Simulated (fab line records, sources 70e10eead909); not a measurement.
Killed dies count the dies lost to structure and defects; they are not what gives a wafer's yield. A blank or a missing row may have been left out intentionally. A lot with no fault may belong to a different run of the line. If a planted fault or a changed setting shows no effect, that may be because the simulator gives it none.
Chamber matching + flow nand-harc + NHARC_A_WL_FILL_ALD_19 on ald-metal-02: 4 sister chambers
The step deposits TiN, target thk 2 nm, pulse time 3 s, ald cycles 100. 8 wafers are shown with their chamber, then 7 later ones without.

EACH WAFER AND ITS CHAMBER
| wafer  | chamber | heater-power-outer-w (W) | heater-power-w (W) |
|--------|---------|--------------------------|--------------------|
| L498.5 | 3       | 820                      | 1293               |
| L498.6 | 2       | 762                      | 1165               |
| L505.6 | 1       | 463                      | 831                |
| L507.1 | 2       | 784                      | 1194               |
| L507.4 | 0       | 657                      | 1065               |
| L507.5 | 1       | 469                      | 823                |
| L509.1 | 0       | 655                      | 1046               |
| L509.2 | 3       | 814                      | 1298               |

WAFERS WHOSE CHAMBER IS MISSING
| wafer  | heater-power-outer-w (W) | heater-power-w (W) |
|--------|--------------------------|--------------------|
| L509.6 | 454                      | 827                |
| L510.1 | 663                      | 1072               |
| L510.2 | 463                      | 844                |
| L510.5 | 651                      | 1069               |
| L512.1 | 806                      | 1179               |
| L512.2 | 819                      | 1329               |
| L512.6 | 781                      | 1199               |

WHICH CHAMBER EACH WENT THROUGH
| wafer  | from the rows above | in truth |
|--------|---------------------|----------|
| L509.6 | 1                   | 1        |
| L510.1 | 0                   | 0        |
| L510.2 | 1                   | 1        |
| L510.5 | 0                   | 0        |
| L512.1 | 2                   | 2        |
| L512.2 | 3                   | 3        |
| L512.6 | 2                   | 2        |
Placed correctly: 7 of 7. Number that these rows cannot place: 0. Wrongly placed: 0.
How it was worked out, from the rows above alone: a wafer's distance from a chamber is the root of the sum, over the readings, of the square of ((its reading less the chamber's mean) divided by the reading's scatter). The wafer belongs to the nearest chamber; if the next one is less than 2 further off, it can't be placed. A chamber's mean is the mean of its shown wafers. The scatter: the root of (the sum of the squares of (reading less its chamber's mean) over the shown wafers, divided by (wafers less chambers)).
